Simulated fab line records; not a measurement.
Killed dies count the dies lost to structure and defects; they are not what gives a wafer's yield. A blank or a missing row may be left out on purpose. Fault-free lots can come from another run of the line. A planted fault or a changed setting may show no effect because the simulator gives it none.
The tool behind it: which one?    flow nand harc    route of 1159 steps, sampled at 1 step: 24 lots, 72 wafers

== WHAT EACH GAUGE READ, for each wafer ==
NHARC_A_M0_INSPECT_11.
lot   measured      on                 raw defect count
L074  day 17 16:55  defect inspect-02  18 25 21
L078  day 17 22:30  defect inspect-01  44 42 29
L075  day 18 02:48  defect inspect-02  24 19 21
L076  day 18 03:16  defect inspect-02  31 39 36
L080  day 18 03:40  defect inspect-02  25 30 30
L079  day 18 07:11  defect inspect-01  8 8 11
L077  day 18 08:07  defect inspect-01  11 17 19
L081  day 19 10:26  defect inspect-02  24 20 27
L082  day 19 10:50  defect inspect-01  26 25 22
L083  day 20 09:07  defect inspect-01  33 43 37
L085  day 20 11:29  defect inspect-01  31 28 25
L084  day 20 20:13  defect inspect-01  20 31 29
L087  day 20 21:16  defect inspect-02  27 30 37
L088  day 21 04:57  defect inspect-01  40 49 37
L086  day 21 13:02  defect inspect-01  35 43 30
L089  day 21 14:14  defect inspect-01  38 36 25
L090  day 21 18:05  defect inspect-02  74 75 49
L092  day 22 07:24  defect inspect-02  15 11 17
L095  day 22 07:38  defect inspect-01  23 21 27
L091  day 22 08:05  defect inspect-01  58 55 48
L094  day 22 11:06  defect inspect-01  55 34 54
L093  day 22 14:53  defect inspect-02  40 38 50
L096  day 23 00:49  defect inspect-01  17 22 26
L097  day 23 11:16  defect inspect-01  23 25 24

== TOOL THAT RAN EACH LOT (tool first, then ch and the chambers of the sampled wafers, then the start) ==
Record: no process step prior to these readings.

== AS READ BY THE TOOLS THEMSELVES (means over the sampled wafers that have a number; for cases with no such wafer, the mark the record gives instead) ==
The record holds no such reading with a usual standard deviation.

== THE ANSWER, worked out from the rows above alone ==
Rule: the lots themselves supply what counts as usual. The widest of any qualifying gaps counts: lots, ordered by their means at a reading, are off when they make up no more than a third of the lots, leave a main group of 4 or more, and stand apart from it by 3 or more times the standard deviation of that group's means. The tables above print the reading to a certain number of digits; a main group whose means all agree to those digits is not used. A lot without any number at a reading at which 4 lots or more have one is off too. All remaining lots with rows at the step are treated as sound. After the gauges, taken in route order, come the tools' own readings; for these a lot's mean is taken, as printed above. The first step at which some lot is off is used, and at that step the reading that is off furthest; a lot without a number counts as furthest.
Across all readings shown, no lot is off: no conclusion can be drawn from this.

== WHAT THE SIMULATOR PUT IN ==
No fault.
